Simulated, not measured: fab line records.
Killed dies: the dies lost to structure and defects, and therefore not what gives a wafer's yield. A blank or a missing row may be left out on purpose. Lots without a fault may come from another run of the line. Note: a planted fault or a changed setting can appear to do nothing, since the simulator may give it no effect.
Lot-split experiment || flow n5-finfet || on a route of 1938 steps: 7 lots, 21 wafers read

## ABOUT THE SPLIT
At N5_BEOL_M15_ETCH_61 (etches BARC in N2/H2, target depth 89 nm, overetch 26.7 nm, time 67.9 s), the setting time-s was moved away from the recipe's 67.9 s on 8 of the 21 wafers read, by -17.5% to +20.8%. The other wafers ran this setting at the recipe's value.

There is no step in the file separating the split from the reading.

## THE READING
coat_of_BEOL_M15_COAT_22.thk-nm (the simulator's own value, which no gauge read), in nm, at N5_BEOL_M15_TRENCH_ETCH_34 (etches SiO2 in C4F8/O2/Ar, target depth 872.93 nm, time 199 s). There is no usual value for it anywhere in the file. Average 543.6 nm, standard deviation 4.6 nm, over the 13 wafers here run with the recipe.

{"wafer": "L074.1", "tool, chamber at the split": "rie-diel-04, 1", "time-s as run, s": 67.9, "against the recipe": "recipe", "coat_of_BEOL_M15_COAT_22.thk-nm, nm": 543, "against lot-mates on the recipe": "-"}
{"wafer": "L074.3", "tool, chamber at the split": "rie-diel-04, 3", "time-s as run, s": 67.9, "against the recipe": "recipe", "coat_of_BEOL_M15_COAT_22.thk-nm, nm": 536, "against lot-mates on the recipe": "-"}
{"wafer": "L074.4", "tool, chamber at the split": "rie-diel-04, 0", "time-s as run, s": 67.9, "against the recipe": "recipe", "coat_of_BEOL_M15_COAT_22.thk-nm, nm": 550.2, "against lot-mates on the recipe": "-"}
{"wafer": "L079.1", "tool, chamber at the split": "rie-diel-02, 0", "time-s as run, s": 67.9, "against the recipe": "recipe", "coat_of_BEOL_M15_COAT_22.thk-nm, nm": 547.8, "against lot-mates on the recipe": "-"}
{"wafer": "L079.3", "tool, chamber at the split": "rie-diel-02, 2", "time-s as run, s": 67.9, "against the recipe": "recipe", "coat_of_BEOL_M15_COAT_22.thk-nm, nm": 546.2, "against lot-mates on the recipe": "-"}
{"wafer": "L079.4", "tool, chamber at the split": "rie-diel-02, 1", "time-s as run, s": 67.9, "against the recipe": "recipe", "coat_of_BEOL_M15_COAT_22.thk-nm, nm": 541.8, "against lot-mates on the recipe": "-"}
{"wafer": "L078.1", "tool, chamber at the split": "rie-diel-02, 2", "time-s as run, s": 79.26, "against the recipe": "+16.7%", "coat_of_BEOL_M15_COAT_22.thk-nm, nm": 525, "against lot-mates on the recipe": -20.1}
{"wafer": "L078.2", "tool, chamber at the split": "rie-diel-02, 0", "time-s as run, s": 67.9, "against the recipe": "recipe", "coat_of_BEOL_M15_COAT_22.thk-nm, nm": 545, "against lot-mates on the recipe": "-"}
{"wafer": "L078.5", "tool, chamber at the split": "rie-diel-02, 0", "time-s as run, s": 67.9, "against the recipe": "recipe", "coat_of_BEOL_M15_COAT_22.thk-nm, nm": 545.2, "against lot-mates on the recipe": "-"}
{"wafer": "L084.1", "tool, chamber at the split": "rie-diel-05, 1", "time-s as run, s": 56.02, "against the recipe": "-17.5%", "coat_of_BEOL_M15_COAT_22.thk-nm, nm": 551.6, "against lot-mates on the recipe": "+15.2"}
{"wafer": "L084.2", "tool, chamber at the split": "rie-diel-05, 0", "time-s as run, s": 67.9, "against the recipe": "recipe", "coat_of_BEOL_M15_COAT_22.thk-nm, nm": 536.4, "against lot-mates on the recipe": "-"}
{"wafer": "L084.4", "tool, chamber at the split": "rie-diel-05, 2", "time-s as run, s": 56.02, "against the recipe": "-17.5%", "coat_of_BEOL_M15_COAT_22.thk-nm, nm": 558.4, "against lot-mates on the recipe": "+22.0"}
{"wafer": "L085.3", "tool, chamber at the split": "rie-diel-05, 3", "time-s as run, s": 82.05, "against the recipe": "+20.8%", "coat_of_BEOL_M15_COAT_22.thk-nm, nm": 522.6, "against lot-mates on the recipe": -16.6}
{"wafer": "L085.4", "tool, chamber at the split": "rie-diel-05, 0", "time-s as run, s": 67.9, "against the recipe": "recipe", "coat_of_BEOL_M15_COAT_22.thk-nm, nm": 538.4, "against lot-mates on the recipe": "-"}
{"wafer": "L085.5", "tool, chamber at the split": "rie-diel-05, 3", "time-s as run, s": 67.9, "against the recipe": "recipe", "coat_of_BEOL_M15_COAT_22.thk-nm, nm": 540, "against lot-mates on the recipe": "-"}
{"wafer": "L086.1", "tool, chamber at the split": "rie-diel-02, 3", "time-s as run, s": 67.9, "against the recipe": "recipe", "coat_of_BEOL_M15_COAT_22.thk-nm, nm": 547.2, "against lot-mates on the recipe": "-"}
{"wafer": "L086.3", "tool, chamber at the split": "rie-diel-02, 2", "time-s as run, s": 63.05, "against the recipe": "-7.1%", "coat_of_BEOL_M15_COAT_22.thk-nm, nm": 552.4, "against lot-mates on the recipe": "+5.2"}
{"wafer": "L086.5", "tool, chamber at the split": "rie-diel-02, 1", "time-s as run, s": 63.05, "against the recipe": "-7.1%", "coat_of_BEOL_M15_COAT_22.thk-nm, nm": 548.6, "against lot-mates on the recipe": "+1.4"}
{"wafer": "L089.3", "tool, chamber at the split": "rie-diel-02, 0", "time-s as run, s": 62.53, "against the recipe": "-7.9%", "coat_of_BEOL_M15_COAT_22.thk-nm, nm": 555.6, "against lot-mates on the recipe": "+6.4"}
{"wafer": "L089.5", "tool, chamber at the split": "rie-diel-02, 0", "time-s as run, s": 67.9, "against the recipe": "recipe", "coat_of_BEOL_M15_COAT_22.thk-nm, nm": 549.2, "against lot-mates on the recipe": "-"}
{"wafer": "L089.6", "tool, chamber at the split": "rie-diel-02, 2", "time-s as run, s": 62.53, "against the recipe": "-7.9%", "coat_of_BEOL_M15_COAT_22.thk-nm, nm": 553.2, "against lot-mates on the recipe": "+4.0"}

THE FIT
A straight line over all 21 wafers: coat_of_BEOL_M15_COAT_22.thk-nm changes by -0.918 nm for each +1% of time-s; r = -0.88; the points scatter about the line by 4.5 nm.
The same after taking each lot's own level away (the mean of its wafers on the recipe; 21 wafers): -0.949 nm for each +1%; r = -0.93; scatter 3.4 nm.
The reading moves by 20 nm for the largest change in time-s, on that fit.
The span of the lots' own levels, 536.40 to 549.20 nm, comes to 2.8 times the standard deviation stated above.
The two slopes are in agreement: the lot-to-lot level therefore moves the slope only a little.
Check: for one of the wafers moved furthest among these (+20.8%), held out of the fit, the line's prediction against its lot-mates is -22.3 nm. Against them it came out at -16.6 nm.

## THE OTHER SPLITS THESE WAFERS WENT THROUGH
Before the reading, these wafers also passed through other splits. Each is held against what the fit with the lots' levels taken away leaves over:
{"other split on the same wafers": "N5_BEOL_M13_DEVELOP_27 develop-time-s", "wafers away from the commonest value": 6, "r with coat_of_BEOL_M15_COAT_22.thk-nm (lot level and that fit taken away)": -0.20}
{"other split on the same wafers": "N5_BEOL_M14_COAT_66 spin-rpm", "wafers away from the commonest value": 5, "r with coat_of_BEOL_M15_COAT_22.thk-nm (lot level and that fit taken away)": -0.12}
{"other split on the same wafers": "N5_BEOL_M14_EXPOSE_25 dose-mj", "wafers away from the commonest value": 5, "r with coat_of_BEOL_M15_COAT_22.thk-nm (lot level and that fit taken away)": "+0.38"}

## THE WHOLE CHAIN: every reading that the file lists as answering this split, in the file's order
{"step": "N5_BEOL_M15_ETCH_61", "what it does": "etches BARC in N2/H2, target depth 89 nm, overetch 26.7 nm, time 67.9 s", "reading": "coat_of_BEOL_M15_COAT_22.thk-nm (the simulator's own value, which no gauge read)", "change (the file's fit)": "-0.685 nm for each +1% of the setting", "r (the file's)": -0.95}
{"step": "N5_BEOL_M15_TRENCH_ETCH_34", "what it does": "etches SiO2 in C4F8/O2/Ar, target depth 872.93 nm, time 199 s", "reading": "coat_of_BEOL_M15_COAT_22.thk-nm (the simulator's own value, which no gauge read)", "change (the file's fit)": "-0.946 nm for each +1% of the setting", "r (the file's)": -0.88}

## THE FILE'S OWN FIT
coat_of_BEOL_M15_COAT_22.thk-nm changes by -0.946 nm for each +1% of time-s, r = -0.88.
